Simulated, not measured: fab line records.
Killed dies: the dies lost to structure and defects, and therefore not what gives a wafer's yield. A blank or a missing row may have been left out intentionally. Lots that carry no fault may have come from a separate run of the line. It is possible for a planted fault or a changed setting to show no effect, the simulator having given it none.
fab line records	flow n5_finfet
record lots=7	wafers=21
route steps=1938 shown WELL_APT@24 PMOS_HMC_CHANNEL_EPI@62 FIN_SAQP@147 FIN_CUT@169 SD_EPI_N@263
start_h: start of the lot's first displayed wafer, in hours after the record's first day	wait_h: hours elapsed since this lot's preceding step	" repeats the value in the row above	L1.1+2: one row covering several wafers at once	- either no value or no given start	* or withheld: withheld	< > ~ a bound
route shown NAME@n: a module of which the file shows steps, and the number in the route of the first	usual: average and standard deviation across the fault-free wafers	same: alike in all rows	chamber/n: place in a boat	sites: the reading at each site	_std_site: standard deviation across them	_edge_site: the outer-site mean with the inner-site mean subtracted	radius_mm: for every site, how far away it sits from the centre of the wafer	mask NAME#n: copy n	behind: the last tool/chamber to shape the wafer	hold: why the lot was held/for how many hours/how that ended	device: which transistor (n, p or np) failed to switch	end of line: the route-end tests of the same wafers	for a step that has no rows: nothing shown but its recipe	killed: count of dies lost to structure and defects at first sort (not the wafer's yield)	map: the dies of a wafer, with x for killed, . for not killed, _ for no die there
set.NAME: setting as actually run; set.NAME@STEP: the setting as run at that earlier step	model.NAME: the simulator's own value behind a step, which no gauge read
lots whose settings were changed on purpose; a table a step, a row a wafer
## steps
# step N5_WELL_APT_EXPOSE_05
# recipe mask_id=NWELL	na=0.8	source_shape=conventional	sigma_outer=0.8	polarization=unpolarized	defocus_nm=0	target_cd_nm=200	dose_mj=20.3
lot.wafer	tool	chamber	start_h	wait_h	mask	set.dose_mj
L075.1+2+5	krf_scanner-01	0	19.53	-	NWELL#0	20.3
L080.1+3	krf_scanner-01	0	49.98	-	NWELL#0	20.3
L080.4	"	0	"	"	NWELL#0	21.69
L086.2+3+4	krf_scanner-01	0	85.52	-	NWELL#0	20.3
L087.1+3+5	krf_scanner-02	0	91.51	-	NWELL#0	20.3
L093.1+4	krf_scanner-02	0	127.67	-	NWELL#0	20.3
L093.6	"	0	"	"	NWELL#0	19.22
L095.1+6	krf_scanner-02	0	139.87	-	NWELL#0	20.69
L095.4	"	0	"	"	NWELL#0	20.3
L097.1	krf_scanner-01	0	151.39	-	NWELL#0	21.2
L097.4+5	"	0	"	"	NWELL#0	20.3
# step N5_WELL_APT_PEB_06
# recipe peb_temp_c=130	peb_time_s=90
lot.wafer	tool	chamber	start_h	wait_h	set.peb_time_s
L075.1+2+5	litho_track-02	0	19.59	0.1	90
L080.1+3+4	litho_track-05	0	50.04	0.1	90
L086.2+3+4	litho_track-02	0	85.58	0.0	90
L087.1+5	litho_track-01	0	91.57	0.1	90
L087.3	"	0	"	"	104.3
L093.1+4	litho_track-02	0	127.73	0.1	90
L093.6	"	0	"	"	98.08
L095.1+4+6	litho_track-02	0	139.93	0.1	90
L097.1+5	litho_track-02	0	151.44	0.1	90
L097.4	"	0	"	"	83.08
# step N5_WELL_APT_DEVELOP_07
# recipe develop_time_s=45	rinse_liquid=surfactant_rinse	dry=air_spin	dev_temp_c=21
# step N5_WELL_APT_HARDBAKE_12
# recipe temp_c=130	time_s=120
# step N5_WELL_APT_CD_MEAS_08
# recipe target_cd_nm=200	landing_energy_ev=500	detector=se_inlens
# usual cd_nm=199.8/1.8
lot.wafer	tool	chamber	start_h	wait_h	set.dose_mj@WELL_APT_EXPOSE_05	cd_nm
L075.1	cd_sem-03	0	19.70	-	20.3	200.1
L075.2	"	0	"	"	20.3	199.3
L075.5	"	0	"	"	20.3	198.2
L080.1	cd_sem-01	0	50.15	-	20.3	197.3
L080.3	"	0	"	"	20.3	197.6
L080.4	"	0	"	"	21.69	206.6
L086.2	cd_sem-02	0	85.69	-	20.3	201.8
L086.3	"	0	"	"	20.3	199.7
L086.4	"	0	"	"	20.3	199.5
L087.1	cd_sem-02	0	91.68	-	20.3	201.4
L087.3	"	0	"	"	20.3	206.1
L087.5	"	0	"	"	20.3	201.3
L093.1	cd_sem-03	0	127.85	-	20.3	201.3
L093.4	"	0	"	"	20.3	199.2
L093.6	"	0	"	"	19.22	195.3
L095.1	cd_sem-02	0	140.04	-	20.69	203.0
L095.4	"	0	"	"	20.3	200.5
L095.6	"	0	"	"	20.69	202.8
L097.1	cd_sem-03	0	151.56	-	21.2	205.9
L097.4	"	0	"	"	20.3	196.4
L097.5	"	0	"	"	20.3	198.1
# step N5_WELL_APT_DESCUM_13
# recipe chemistry=O2	time_s=7.9	source_power_w=50	bias_power_w=20	pressure_mtorr=20	rf_frequency_hz=2.712e+07	temp_c=40	o2_flow_sccm=225
lot.wafer	tool	chamber	start_h	wait_h	set.dose_mj@WELL_APT_EXPOSE_05	model.WELL_APT.cd_nm
L075.1	rie_diel-02	3	19.82	0.1	20.3	200.3
L075.2	"	2	"	"	20.3	199.5
L075.5	"	2	"	"	20.3	198.1
L080.1	rie_diel-06	1	50.24	0.0	20.3	197.2
L080.3	"	0	"	"	20.3	197.4
L080.4	"	2	"	"	21.69	207.2
L086.2	rie_diel-05	1	85.91	0.2	20.3	202.1
L086.3	"	0	"	"	20.3	200.2
L086.4	"	3	"	"	20.3	199.5
L087.1	rie_diel-06	1	91.77	0.0	20.3	201
L087.3	"	3	"	"	20.3	206.2
L087.5	"	1	"	"	20.3	201.1
L093.1	rie_diel-06	0	127.93	0.0	20.3	201.4
L093.4	"	3	"	"	20.3	199.3
L093.6	"	1	"	"	19.22	195.5
L095.1	rie_diel-06	0	140.14	0.0	20.69	202.9
L095.4	"	1	"	"	20.3	200.2
L095.6	"	1	"	"	20.69	202.7
L097.1	rie_diel-06	0	151.65	0.0	21.2	205.8
L097.4	"	3	"	"	20.3	196.4
L097.5	"	2	"	"	20.3	198.2
# step N5_PMOS_HMC_CHANNEL_EPI_EXPOSE_06
# recipe mask_id=PMOS_HMC_BLK	na=1.35	source_shape=conventional	sigma_outer=0.8	polarization=unpolarized	target_cd_nm=240	dose_mj=41
lot.wafer	tool	chamber	start_h	wait_h	mask	set.dose_mj
L075.1+2+5	arfi_scanner-02	0	23.09	-	PMOS_HMC_BLK#0	41
L080.1+3+4	arfi_scanner-02	0	53.62	-	PMOS_HMC_BLK#0	41
L086.2+3+4	arfi_scanner-03	0	89.90	-	PMOS_HMC_BLK#0	41
L087.1+5	arfi_scanner-02	0	95.14	-	PMOS_HMC_BLK#0	41
L087.3	"	0	"	"	PMOS_HMC_BLK#0	38.13
L093.1+4+6	arfi_scanner-03	0	131.27	-	PMOS_HMC_BLK#0	41
L095.1+4	arfi_scanner-02	0	143.84	-	PMOS_HMC_BLK#0	43.75
L095.6	"	0	"	"	PMOS_HMC_BLK#0	41
L097.1+4	arfi_scanner-01	0	154.88	-	PMOS_HMC_BLK#0	42.48
L097.5	"	0	"	"	PMOS_HMC_BLK#0	41
# step N5_PMOS_HMC_CHANNEL_EPI_DEVELOP_08
# recipe develop_time_s=30	developer=TMAH	resist=CAR-ArF-block	dev_temp_c=23	rinse_liquid=diw	dry=air_spin
lot.wafer	tool	chamber	start_h	wait_h	set.develop_time_s
L075.1+2+5	litho_track-01	0	-	-	30
L080.1+3+4	litho_track-04	0	-	-	30
L086.2+4	litho_track-01	0	-	-	30
L086.3	"	0	"	"	23.41
L087.1+3	litho_track-03	0	-	-	30
L087.5	"	0	"	"	33.5
L093.1+6	litho_track-03	0	-	-	35.94
L093.4	"	0	"	"	30
L095.1	litho_track-04	0	-	-	34.74
L095.4+6	"	0	"	"	30
L097.1+4+5	litho_track-04	0	-	-	30
# step N5_PMOS_HMC_CHANNEL_EPI_CD_MEAS_09
# recipe target_cd_nm=237.4	landing_energy_ev=500	detector=se_inlens
# usual cd_nm=237.6/0.96
lot.wafer	tool	chamber	start_h	wait_h	set.dose_mj@PMOS_HMC_CHANNEL_EPI_EXPOSE_06	cd_nm
L075.1	cd_sem-01	0	23.22	-	41	235.7
L075.2	"	0	"	"	41	237.4
L075.5	"	0	"	"	41	234.7
L080.1	cd_sem-02	0	53.74	-	41	236.8
L080.3	"	0	"	"	41	236.8
L080.4	"	0	"	"	41	236.8
L086.2	cd_sem-03	0	90.02	-	41	237.4
L086.3	"	0	"	"	41	236.1
L086.4	"	0	"	"	41	237.1
L087.1	cd_sem-02	0	95.27	-	41	238.3
L087.3	"	0	"	"	38.13	231.6
L087.5	"	0	"	"	41	237.8
L093.1	cd_sem-03	0	131.40	-	41	239.4
L093.4	"	0	"	"	41	239.0
L093.6	"	0	"	"	41	240.0
L095.1	cd_sem-02	0	143.96	-	43.75	246.0
L095.4	"	0	"	"	43.75	244.6
L095.6	"	0	"	"	41	238.1
L097.1	cd_sem-03	0	155.00	-	42.48	241.2
L097.4	"	0	"	"	42.48	240.4
L097.5	"	0	"	"	41	237.3
# step N5_PMOS_HMC_CHANNEL_EPI_DESCUM_14
# recipe chemistry=O2	time_s=7.9	source_power_w=50	bias_power_w=20	pressure_mtorr=20	rf_frequency_hz=2.712e+07	temp_c=40	resist=CAR-ArF-block	o2_flow_sccm=225
lot.wafer	tool	chamber	start_h	wait_h	set.dose_mj@PMOS_HMC_CHANNEL_EPI_EXPOSE_06	model.PMOS_HMC_CHANNEL_EPI.cd_nm
L075.1	rie_diel-04	3	23.42	0.1	41	235.8
L075.2	"	0	"	"	41	237.4
L075.5	"	1	"	"	41	234.8
L080.1	rie_diel-04	3	53.85	0.0	41	236.6
L080.3+4	"	2,1	"	"	41	236.9
L086.2	rie_diel-01	0	90.11	0.0	41	237
L086.3	"	3	"	"	41	236
L086.4	"	2	"	"	41	237.1
L087.1	rie_diel-03	3	95.36	0.0	41	238.7
L087.3	"	1	"	"	38.13	232.3
L087.5	"	3	"	"	41	238.2
L093.1	rie_diel-03	3	131.74	0.3	41	239.7
L093.4	"	0	"	"	41	239
L093.6	"	0	"	"	41	240.1
L095.1	rie_diel-01	1	144.06	0.0	43.75	245.8
L095.4	"	0	"	"	43.75	244.4
L095.6	"	3	"	"	41	238.2
L097.1	rie_diel-04	0	155.09	0.0	42.48	241.3
L097.4	"	1	"	"	42.48	240.5
L097.5	"	1	"	"	41	237.6
# step N5_PMOS_HMC_CHANNEL_EPI_ETCH_32
# recipe chemistry=N2/H2	target=BARC	stop_on=SiO2	target_depth_a=858	over_etch_frac=0.3	time_s=50.3	ion_energy_ev=200	mask_material=CAR-ArF-block	pressure_mtorr=30	source_w=840	bias_w=150	n2_flow_sccm=200	h2_flow_sccm=200
lot.wafer	tool	chamber	start_h	wait_h	set.dose_mj@PMOS_HMC_CHANNEL_EPI_EXPOSE_06	model.PMOS_HMC_CHANNEL_EPI.cd_nm
L075.1	rie_diel-04	3	23.45	0.0	41	237.6
L075.2	"	0	"	"	41	240.1
L075.5	"	1	"	"	41	237.8
L080.1	rie_diel-04	3	53.88	0.0	41	238.4
L080.3	"	2	"	"	41	239
L080.4	"	1	"	"	41	239.5
L086.2	rie_diel-01	0	90.15	0.0	41	240.2
L086.3	"	3	"	"	41	237.9
L086.4	"	2	"	"	41	239.7
L087.1	rie_diel-03	3	95.39	0.0	41	241.5
L087.3	"	1	"	"	38.13	235.4
L087.5	"	3	"	"	41	240.8
L093.1	rie_diel-03	3	131.77	0.0	41	242.4
L093.4	"	0	"	"	41	241.1
L093.6	"	0	"	"	41	242.6
L095.1	rie_diel-01	1	144.09	0.0	43.75	247.8
L095.4	"	0	"	"	43.75	247.1
L095.6	"	3	"	"	41	239.7
L097.1	rie_diel-04	0	155.13	0.0	42.48	243.6
L097.4	"	1	"	"	42.48	242.3
L097.5	"	1	"	"	41	240.1
# step N5_FIN_SAQP_FIN_ETCH_36
# recipe chemistry=HBr/Cl2/O2	target_depth_a=1200	mask_material=SiNx	time_s=50.4	bias_w=102	pressure_mtorr=10	icp_w=800	HBr_flow_sccm=150	Cl2_flow_sccm=80	O2_flow_sccm=12
lot.wafer	tool	chamber	start_h	wait_h	set.icp_w	model.FIN_SAQP.feature_depth_nm	model.etch.depth_nm
L075.1	rie_si-05	3	32.35	0.0	800	118.2	118.2
L075.2	"	1	"	"	800	118.6	118.7
L075.5	"	3	"	"	800	117.6	117.7
L080.1	rie_si-02	3	62.78	0.0	800	119.6	119.7
L080.3	"	2	"	"	800	119.8	119.7
L080.4	"	1	"	"	800	118.4	118.4
L086.2	rie_si-05	1	100.27	0.0	800	120	119.9
L086.3	"	0	"	"	800	121.2	121.2
L086.4	"	3	"	"	800	118.6	118.7
L087.1	rie_si-02	1	105.01	0.0	800	117.4	117.5
L087.3	"	0	"	"	937.6	128.8	128.8
L087.5	"	3	"	"	937.6	127.8	127.9
L093.1	rie_si-04	1	141.57	0.0	800	120	120
L093.4	"	3	"	"	800	118.4	118.5
L093.6	"	0	"	"	800	118.2	118.1
L095.1	rie_si-04	1	152.51	0.0	800	120.8	120.8
L095.4	"	3	"	"	707.3	113.2	113.2
L095.6	"	1	"	"	707.3	114.4	114.4
L097.1	rie_si-04	3	163.53	0.0	671.7	109	109.1
L097.4	"	2	"	"	800	121	121
L097.5	"	3	"	"	800	117.6	117.6
# step N5_FIN_SAQP_PRECLEAN_38
# recipe chemistry=O3/DIW	time_s=45	temp_c=22	o3_ppm=10
# step N5_FIN_SAQP_PRECLEAN_45
# recipe chemistry=dHF	time_s=10	dilution=500:1	temp_c=25
# step N5_FIN_SAQP_SRD_39
# recipe dry=ipa_marangoni	time_s=30	temp_c=23	rinse_liquid=diw
# step N5_FIN_SAQP_OCD_MEAS_76
# usual trench_depth_nm=119.9/1.5
lot.wafer	tool	chamber	start_h	wait_h	set.icp_w@FIN_SAQP_FIN_ETCH_36	trench_depth_nm
L075.1	ocd-02	-	32.57	0.0	800	118.1
L075.2	"	-	"	"	800	118.8
L075.5	"	-	"	"	800	117.0
L080.1	ocd-01	-	63.00	0.0	800	119.4
L080.3	"	-	"	"	800	119.3
L080.4	"	-	"	"	800	118.4
L086.2	ocd-02	-	100.50	0.0	800	120.1
L086.3	"	-	"	"	800	121.2
L086.4	"	-	"	"	800	118.1
L087.1	ocd-02	-	105.23	0.0	800	117.4
L087.3	"	-	"	"	937.6	128.8
L087.5	"	-	"	"	937.6	128.2
L093.1	ocd-01	-	141.79	0.0	800	120.1
L093.4	"	-	"	"	800	119.1
L093.6	"	-	"	"	800	117.6
L095.1	ocd-01	-	152.73	0.0	800	120.6
L095.4	"	-	"	"	707.3	113.0
L095.6	"	-	"	"	707.3	114.2
L097.1	ocd-02	-	163.74	0.0	671.7	108.9
L097.4	"	-	"	"	800	121.0
L097.5	"	-	"	"	800	117.6
# step N5_FIN_CUT_ETCH_21
# recipe chemistry=N2/H2	target=SOC	target_depth_a=2190	overetch_a=438	mask_material=SiARC	temp_c=40	ion_energy_ev=100	bias_w=61	time_s=523.5	pressure_mtorr=30	source_w=850	n2_flow_sccm=200	h2_flow_sccm=200
# usual rf_vpp_V=240.6/1.2
lot.wafer	tool	chamber	start_h	wait_h	set.bias_w	rf_vpp_V	model.SiARC_of_FIN_CUT_COAT_19.thk_nm
L075.1	rie_diel-01	1	33.31	0.0	61	241.1	12
L075.2	"	3	"	"	61	240.1	12
L075.5	"	1	"	"	61	239.9	11.8
L080.1	rie_diel-04	1	64.66	0.0	50.33	213.1	12.8
L080.3	"	0	"	"	61	241.3	11.8
L080.4	"	2	"	"	50.33	212.2	13
L086.2	rie_diel-03	0	101.17	0.0	61	239.1	11.8
L086.3	"	1	"	"	61	241.4	11.6
L086.4	"	1	"	"	61	241.8	11.6
L087.1	rie_diel-03	0	105.78	0.0	61	241.4	11.6
L087.3	"	2	"	"	61	237.1	12
L087.5	"	0	"	"	54.13	223.7	12.4
L093.1	rie_diel-04	2	142.83	0.0	67.8	259.6	11.4
L093.4	"	2	"	"	61	243.1	12
L093.6	"	0	"	"	67.8	260.0	11.4
L095.1	rie_diel-03	2	153.43	0.0	61	238.6	12.2
L095.4	"	3	"	"	67.51	259.1	11.6
L095.6	"	1	"	"	67.51	256.8	10.8
L097.1	rie_diel-04	2	164.42	0.0	71.19	267.7	11.2
L097.4	"	1	"	"	61	240.7	12
L097.5	"	0	"	"	61	241.7	12
# step N5_SD_EPI_N_COAT_33
# recipe resist=SiARC	temp_c=220	time_s=60	spin_rpm=1500	resist_thk_nm=35
lot.wafer	tool	chamber	start_h	wait_h	set.spin_rpm	model.SiARC_of_SD_EPI_N_COAT_33.thk_nm
L075.1+5	litho_track-01	0	-	-	1500	35
L075.2	"	0	"	"	1500	34.8
L080.1+4	litho_track-02	0	-	-	1442	35.6
L080.3	"	0	"	"	1500	34.8
L086.2	litho_track-02	0	-	-	1500	35
L086.3	"	0	"	"	1584	34
L086.4	"	0	"	"	1584	34.2
L087.1	litho_track-02	0	-	-	1500	35.2
L087.3	"	0	"	"	1415	36.4
L087.5	"	0	"	"	1415	36
L093.1+4	litho_track-02	0	-	-	1362	36.8
L093.6	"	0	"	"	1500	35
L095.1+4+6	litho_track-01	0	-	-	1500	35
L097.1	litho_track-02	0	-	-	1500	35
L097.4+5	"	0	"	"	1576	34
# step N5_SD_EPI_N_DEVELOP_08
# recipe develop_time_s=30	developer=TMAH	resist=CAR-ArF-block	dev_temp_c=23	rinse_liquid=diw	dry=air_spin
lot.wafer	tool	chamber	start_h	wait_h	set.develop_time_s
L075.1+2+5	litho_track-02	0	-	-	30
L080.1+3	litho_track-05	0	-	-	30
L080.4	"	0	"	"	36.61
L086.2+4	litho_track-01	0	-	-	26.1
L086.3	"	0	"	"	30
L087.1+5	litho_track-05	0	-	-	36.54
L087.3	"	0	"	"	30
L093.1	litho_track-02	0	-	-	36.4
L093.4+6	"	0	"	"	30
L095.1+4+6	litho_track-01	0	-	-	30
L097.1+4	litho_track-01	0	-	-	32.2
L097.5	"	0	"	"	30
# step N5_SD_EPI_N_DESCUM_14
# recipe chemistry=O2	time_s=7.9	source_power_w=50	bias_power_w=20	pressure_mtorr=20	rf_frequency_hz=2.712e+07	temp_c=40	resist=CAR-ArF-block	o2_flow_sccm=225
# step N5_SD_EPI_N_ETCH_34
# recipe chemistry=CF4	target=SiARC	target_depth_a=455	mask_material=CAR-ArF-block	time_s=75.8	ion_energy_ev=80	pressure_mtorr=40	source_w=545	bias_w=36	Ar_flow_sccm=100	cf4_flow_sccm=100	ends=cleared
lot.wafer	tool	chamber	start_h	wait_h	set.spin_rpm@SD_EPI_N_COAT_33	model.CAR-ArF-block_of_SD_EPI_N_COAT_03.thk_nm	model.etch.depth_nm
L075.1	rie_diel-02	3	59.13	0.0	1500	110.2	34.92
L075.2	"	1	"	"	1500	111	34.84
L075.5	"	2	"	"	1500	110.2	34.95
L080.1	rie_diel-02	3	85.63	0.0	1442	110	35.58
L080.3	"	2	"	"	1500	111	34.74
L080.4	"	0	"	"	1442	110	35.51
L086.2	rie_diel-06	3	122.91	0.0	1500	111.2	35.07
L086.3	"	0	"	"	1584	111.6	34.01
L086.4	"	2	"	"	1584	111.8	34.1
L087.1	rie_diel-05	1	126.58	0.0	1500	110.6	35.12
L087.3	"	2	"	"	1415	110	36.33
L087.5	"	2	"	"	1415	109.6	36.03
L093.1	rie_diel-02	2	165.60	0.0	1362	109.4	36.76
L093.4	"	1	"	"	1362	109.4	36.84
L093.6	"	1	"	"	1500	111	34.99
L095.1	rie_diel-06	3	174.64	0.0	1500	111.4	34.97
L095.4	"	2	"	"	1500	111.2	34.97
L095.6	"	3	"	"	1500	111.6	34.98
L097.1	rie_diel-06	0	186.73	0.0	1500	110.4	34.95
L097.4	"	2	"	"	1576	111.2	34.02
L097.5	"	0	"	"	1576	111	34.08
# step N5_SD_EPI_N_ETCH_35
# recipe chemistry=N2/H2	target=SOC	overetch_a=1080	mask_material=SiARC	temp_c=40	ion_energy_ev=100	source_w=3000	bias_w=133	pressure_mtorr=20	time_s=486	n2_flow_sccm=200	h2_flow_sccm=200
lot.wafer	tool	chamber	start_h	wait_h	set.spin_rpm@SD_EPI_N_COAT_33	model.SiARC_of_SD_EPI_N_COAT_33.thk_nm
L075.1	rie_diel-02	3	59.19	0.0	1500	19.2
L075.2	"	1	"	"	1500	19.6
L075.5	"	2	"	"	1500	19.4
L080.1	rie_diel-02	3	85.69	0.0	1442	20.2
L080.3	"	2	"	"	1500	19.2
L080.4	"	0	"	"	1442	19.8
L086.2	rie_diel-06	3	122.96	0.0	1500	20
L086.3	"	0	"	"	1584	18.2
L086.4	"	2	"	"	1584	18.4
L087.1	rie_diel-05	1	126.64	0.0	1500	19.2
L087.3	"	2	"	"	1415	21
L087.5	"	2	"	"	1415	20.6
L093.1	rie_diel-02	2	165.66	0.0	1362	21.2
L093.4	"	1	"	"	1362	21.4
L093.6	"	1	"	"	1500	19.4
L095.1	rie_diel-06	3	174.70	0.0	1500	20.4
L095.4	"	2	"	"	1500	19.4
L095.6	"	3	"	"	1500	20.2
L097.1	rie_diel-06	0	186.78	0.0	1500	19.2
L097.4	"	2	"	"	1576	18.6
L097.5	"	0	"	"	1576	18.4
# step N5_SD_EPI_N_STRIP_36
# recipe chemistry=N2/H2	temp_c=40	n2_flow_sccm=200	h2_flow_sccm=200	rf_frequency_hz=6e+07
# step N5_SD_EPI_N_ETCHBACK_44
# recipe chemistry=CH3F/O2	mode=anisotropic_etchback	target=SiNx	target_depth_a=145	stop_on=SiO2	over_etch_frac=0.3	ion_energy_ev=120	pressure_mtorr=30	source_w=395	bias_w=73	Ar_flow_sccm=150	CH3F_flow_sccm=30	O2_flow_sccm=20
lot.wafer	tool	chamber	start_h	wait_h	set.spin_rpm@SD_EPI_N_COAT_33	model.SiARC_of_SD_EPI_N_COAT_33.thk_nm
L075.1	rie_diel-02	3	59.51	0.0	1500	15.4
L075.2	"	1	"	"	1500	15.8
L075.5	"	2	"	"	1500	15.6
L080.1	rie_diel-02	3	86.01	0.0	1442	16.2
L080.3	"	2	"	"	1500	15.4
L080.4	"	0	"	"	1442	15.8
L086.2	rie_diel-06	3	123.29	0.0	1500	16.4
L086.3	"	0	"	"	1584	14.4
L086.4	"	2	"	"	1584	14.6
L087.1	rie_diel-05	1	126.96	0.0	1500	15.4
L087.3	"	2	"	"	1415	17.2
L087.5	"	2	"	"	1415	16.8
L093.1	rie_diel-02	2	165.98	0.0	1362	17.4
L093.4	"	1	"	"	1362	17.6
L093.6	"	1	"	"	1500	15.8
L095.1+6	rie_diel-06	3	175.02	0.0	1500	16.6
L095.4	"	2	"	"	1500	15.4
L097.1	rie_diel-06	0	187.11	0.0	1500	15.6
L097.4	"	2	"	"	1576	14.8
L097.5	"	0	"	"	1576	14.6
## key
split step=N5_WELL_APT_EXPOSE_05	setting=dose_mj	stated=20.3	by=wafer
response step=N5_WELL_APT_CD_MEAS_08	reading=cd_nm	change=+1.34	per=1%	r=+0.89
response step=N5_WELL_APT_DESCUM_13	reading=model.WELL_APT.cd_nm	change=+1.39	per=1%	r=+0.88
split step=N5_WELL_APT_PEB_06	setting=peb_time_s	stated=90	by=wafer
response none clear
split step=N5_PMOS_HMC_CHANNEL_EPI_EXPOSE_06	setting=dose_mj	stated=41	by=wafer
response step=N5_PMOS_HMC_CHANNEL_EPI_CD_MEAS_09	reading=cd_nm	change=+0.993	per=1%	r=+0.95
response step=N5_PMOS_HMC_CHANNEL_EPI_DESCUM_14	reading=model.PMOS_HMC_CHANNEL_EPI.cd_nm	change=+0.943	per=1%	r=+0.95
response step=N5_PMOS_HMC_CHANNEL_EPI_ETCH_32	reading=model.PMOS_HMC_CHANNEL_EPI.cd_nm	change=+0.955	per=1%	r=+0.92
split step=N5_PMOS_HMC_CHANNEL_EPI_DEVELOP_08	setting=develop_time_s	stated=30	by=wafer
response none clear
split step=N5_FIN_SAQP_FIN_ETCH_36	setting=icp_w	stated=800	by=wafer
response step=N5_FIN_SAQP_FIN_ETCH_36	reading=model.FIN_SAQP.feature_depth_nm	change=+0.631	per=1%	r=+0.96
response step=N5_FIN_SAQP_FIN_ETCH_36	reading=model.etch.depth_nm	change=+0.628	per=1%	r=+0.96
response step=N5_FIN_SAQP_OCD_MEAS_76	reading=trench_depth_nm	change=+0.639	per=1%	r=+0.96
split step=N5_FIN_CUT_ETCH_21	setting=bias_w	stated=61	by=wafer
response step=N5_FIN_CUT_ETCH_21	reading=rf_vpp_V	change=+1.59	per=1%	r=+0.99
response step=N5_FIN_CUT_ETCH_21	reading=model.SiARC_of_FIN_CUT_COAT_19.thk_nm	change=-0.0597	per=1%	r=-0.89
split step=N5_SD_EPI_N_COAT_33	setting=spin_rpm	stated=1500	by=wafer
response step=N5_SD_EPI_N_COAT_33	reading=model.SiARC_of_SD_EPI_N_COAT_33.thk_nm	change=-0.188	per=1%	r=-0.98
response step=N5_SD_EPI_N_ETCH_34	reading=model.CAR-ArF-block_of_SD_EPI_N_COAT_03.thk_nm	change=+0.156	per=1%	r=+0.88
response step=N5_SD_EPI_N_ETCH_34	reading=model.etch.depth_nm	change=-0.191	per=1%	r=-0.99
response step=N5_SD_EPI_N_ETCH_35	reading=model.SiARC_of_SD_EPI_N_COAT_33.thk_nm	change=-0.226	per=1%	r=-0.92
response step=N5_SD_EPI_N_ETCHBACK_44	reading=model.SiARC_of_SD_EPI_N_COAT_33.thk_nm	change=-0.224	per=1%	r=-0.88
split step=N5_SD_EPI_N_DEVELOP_08	setting=develop_time_s	stated=30	by=wafer
response none clear
